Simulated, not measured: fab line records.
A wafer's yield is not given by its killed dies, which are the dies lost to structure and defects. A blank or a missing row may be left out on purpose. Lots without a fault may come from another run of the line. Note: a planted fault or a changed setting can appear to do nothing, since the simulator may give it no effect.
One fault seen from 3 desks    flow n5Finfet    only its own numbers are on each desk; what lay behind them is given at the end

## AT THE TOOL OWNER'S DESK: rieDiel-04
The tool's own readings at N5_BEOL_M0_SAQP_HM_OPEN_112 (chemistry CHF3/O2, target SiO2, stops on a-Si, target depth 12 nm, time 13.5 s): means of the sampled wafers that have a number, for each lot that ran on this tool. The brackets show how far a lot's mean lies from the usual mean; more than 4 standard deviations puts the lot out of limits, marked OUT.
Columns: A = CHF3_flow_sccm at N5_BEOL_M0_SAQP_HM_OPEN_112, usual 49.99 sccm; B = drypumpMotorCurrentA at N5_BEOL_M0_SAQP_HM_OPEN_112, usual 5.7 A; C = oesProductAu at N5_BEOL_M0_SAQP_HM_OPEN_112, usual 0.51 a.u.; D = rfVppV at N5_BEOL_M0_SAQP_HM_OPEN_112, usual 521 V; E = showerheadPlenumPTorr at N5_BEOL_M0_SAQP_HM_OPEN_112, usual 2.41 Torr; F = throttleValvePct at N5_BEOL_M0_SAQP_HM_OPEN_112, usual 18.93 %
lot   first seen here  A      B    C     D    E     F
L526  day 5 21:20      50.13  5.8  0.46  529  2.39  19.09
L533  day 7 13:10      50.04  5.7  0.48  518  2.37  19.01
L536  day 8 08:16      50.09  5.7  0.48  514  2.37  19.01
L539  day 9 02:32      49.91  5.6  0.53  510  2.33  18.79
Finding of this desk: none of the 4 lots has anything out of limits.

## THE DEFECT DESK
Per lot, the means of the sampled wafers with a number show what the inspections along the route counted. The brackets show how far a lot's mean lies from the usual mean; more than 4 standard deviations puts the lot out of limits, marked OUT.
Columns: A = rawDefectCount at N5_BEOL_M0_SAQP_INSPECT_16, usual 522
lot   first seen here  A
L526  day 5 21:06      565
L533  day 7 12:52      518
L536  day 8 08:02      516
L539  day 9 02:19      550
L544  day 10 05:16     513
L545  day 10 11:26     426
L547  day 11 00:13     418
Finding of this desk: none of the 7 lots has anything out of limits.

## FROM THE METROLOGY DESK
What the gauges read, lot by lot, whatever tool the lot ran on: means of the sampled wafers that have a number. The brackets show how far a lot's mean lies from the usual mean; more than 4 standard deviations puts the lot out of limits, marked OUT. Shown here are 7 of its 12 readings, the ones lying furthest out on some lot.
Columns: A = M0_CORE_OVL at N5_BEOL_M0_SAQP_OVL_MEAS_15, usual 0.2 nm; B = DIBL_P at N5_BEOL_M4_RC_MEAS_101, usual 36.4 mV/V; C = IOFF_P at N5_BEOL_M4_RC_MEAS_101, usual 0.22 nA/um; D = ION_P at N5_BEOL_M4_RC_MEAS_101, usual 463 uA/um; E = SS_N at N5_BEOL_M4_RC_MEAS_101, usual 71.6 mV/dec; F = VT_N at N5_BEOL_M4_RC_MEAS_101, usual 250 mV; G = VT_P at N5_BEOL_M4_RC_MEAS_101, usual -250 mV
lot   first seen here  A     B     C     D    E     F    G
L526  day 5 21:03      1.2   36.3  0.22  464  71.7  249  -250
L533  day 7 12:49      0.9   38.5  0.33  476  72.6  248  -242
L536  day 8 07:59      -0.6  33.3  0.21  462  71.1  252  -248
L539  day 9 02:16      -0.1  37.2  0.22  458  72.1  249  -247
L544  day 10 05:12     0.3   35.2  0.16  455  71.3  253  -256
L545  day 10 11:23     0.6   37.6  0.27  473  71.9  245  -245
L547  day 11 00:10     0.4   36.9  0.18  456  71.9  252  -254
Finding of this desk: none of the 7 lots has anything out of limits.

## BROUGHT TOGETHER
The desk of the tool owner found nothing out of limits.
The defect desk saw nothing out of limits.
The metrology desk saw nothing out of limits.

## WHAT THE SIMULATOR PUT IN
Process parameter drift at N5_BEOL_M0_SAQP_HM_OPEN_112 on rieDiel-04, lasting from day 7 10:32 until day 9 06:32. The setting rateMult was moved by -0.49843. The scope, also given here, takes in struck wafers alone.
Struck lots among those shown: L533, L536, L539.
